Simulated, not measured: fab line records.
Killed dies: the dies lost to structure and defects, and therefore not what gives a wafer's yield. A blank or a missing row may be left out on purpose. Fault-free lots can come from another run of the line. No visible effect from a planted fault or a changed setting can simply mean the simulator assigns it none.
A lot that was struck, set against a sound lot / flow nand_harc / 15 out of 1159 route steps
Sound: wafers L792.2, L792.4, L792.5. The struck wafers were L793.1, L793.3, L793.4. The cause comes at the end.
Per side, at each step with rows, come the tool, then ch with its chambers, and then its first start. Under that, the readings that differ: sound wafers / struck wafers / difference of the means / sigmas: that difference in standard deviations of wafers without a fault.
alike: words and numbers the same on both sides, and readings whose means are apart by under 2 such deviations; not compared: readings that were withheld, readings missing a value for some wafer, numbers with overlapping values and no deviation given by the record, and bounds like >300 which may hide the same value.
A row with sigmas, a row that says differs or no value, or rows on one side alone: a step with any of these is where the two part. When numbers do not overlap yet have no deviation, they are printed without sigmas and do not part them. A reading missing from all wafers of one side parts the sides only when that side holds two or more wafers.

NHARC_P_M1_DESCUM_14: chemistry O2, time 3 s.
  sound on rie_diel-05 ch 0,1,2, day 9 21:04; struck on rie_diel-12 ch 0,1,2, day 9 19:30
  alike: drypump_motor_current_A, oes_product_au, rf_vpp_V, showerhead_plenum_p_Torr, throttle_valve_pct
  not compared: rf_hours_counter_h
then, 1 step without rows for these wafers: NHARC_P_M1_ETCH_35 (etches the open film in N2/H2, target depth 40 nm, overetch 12 nm, time 43.94 s).
NHARC_P_M1_ETCH_15: etches the open film in C4F8/Ar, target depth 182.5 nm, time 91.2 s.
  sound: rie_diel-05 ch 0,2,3; struck: rie_diel-12 ch 0,2,3
  alike: oes_product_au, rf_vpp_V
  not compared: rf_hours_counter_h
NHARC_P_M1_CD_MEAS_16:
  sound: cd_sem-03 at day 9 21:21; struck: cd_sem-02 at day 9 19:49
  alike: cd_nm
NHARC_P_M1_STRIP_18: strips in N2/H2.
  sound on rie_diel-10 ch 0,1,3, day 9 21:26; struck on rie_diel-05 ch 1,2,3, day 9 19:53
  alike: drypump_motor_current_A, h2_flow_sccm, oes_product_au, rf_vpp_V, showerhead_plenum_p_Torr, throttle_valve_pct
  not compared: rf_hours_counter_h
then, 4 steps without rows for these wafers: NHARC_P_M1_ETCH_28 (etches the open film in CF4/N2, target depth 30 nm, time 72.99 s); NHARC_P_M1_STRIP_19 (strips in post etch residue remover, time 600 s); NHARC_P_M1_DEGAS_29 (time 60 s); NHARC_P_M1_PRE_CLEAN_30 (time 30 s).
NHARC_P_M1_PVD_20: deposits TaN, target thk 5 nm, time 8.06 s.
  sound on pvd_sputter-01; struck on pvd_sputter-01
  alike: chamber_pressure_pa, throttle_valve_pct
NHARC_P_M1_PVD_21: deposits Cu, target thk 30 nm, time 20.49 s.
  sound on pvd_sputter-01; struck on pvd_sputter-01
  alike: chamber_pressure_pa, throttle_valve_pct
then, 1 step without rows for these wafers: NHARC_P_M1_ECD_22 (material Cu, target thk 400 nm).
NHARC_P_M1_ANNEAL_31: time 90 s.
  struck on rtp_anneal-01, day 9 21:16; sound on rtp_anneal-02 ch 0, day 9 22:51
  no value came back on the struck wafers for anneal_temp_c (C), anneal_temp_c_max, wafer_temp_C_max; on the sound wafers anneal_temp_c (C) reads 224.96 224.83 225.21
then, 1 step without rows for these wafers: NHARC_P_M1_CMP_23 (polishes, t overpolish 20 s, target thk 157.82 nm).
-- break in the record here, with 14 days between the starts of the struck wafers on either side (left off in module P_M1, picked up again in module END, where the first step shown is number 1159 on the route) --
NHARC_END_SORT_01:
  sound on prober-01 ch 0, day 23 04:04; struck on prober-01 ch 0, day 23 11:04
reading=defect_limited_yield (%); sound=96.5 98.7 98.1; struck=87.6 91.7 88.5; difference=-8.5; sigmas=-7
reading=killed_at_array; sound=16 7 12; struck=50 30 39; difference=+28; sigmas=+4
reading=killed_at_periphery; sound=6 2 0; struck=34 26 39; difference=+30; sigmas=+14
reading=killed_dies; sound=24 9 13; struck=84 56 78; difference=+57; sigmas=+7
reading=sort_bin_2_pct (%); sound=1.2 0 0.3; struck=5.9 5.3 6.4; difference=+5.4; sigmas=+11
reading=sort_bin_4_pct (%); sound=2.2 1.2 1.3; struck=6.1 2.5 4.7; difference=+2.9; sigmas=+3
reading=sort_n_pass; sound=653 668 664; struck=593 621 599; difference=-57; sigmas=-7
reading=sort_rim_yield_pct (%); sound=98.1 97.2 98.1; struck=92.5 91.5 88.7; difference=-6.9; sigmas=-2
reading=sort_yield_pct (%); sound=96.5 98.7 98.1; struck=87.6 91.7 88.5; difference=-8.5; sigmas=-7
  alike: killed_at_other, killed_open, killed_short, sort_bin_3_pct

WHERE THEY PART
At NHARC_P_M1_ANNEAL_31 first; at NHARC_END_SORT_01 last (within this record only).

WHY: whatever the simulator had introduced
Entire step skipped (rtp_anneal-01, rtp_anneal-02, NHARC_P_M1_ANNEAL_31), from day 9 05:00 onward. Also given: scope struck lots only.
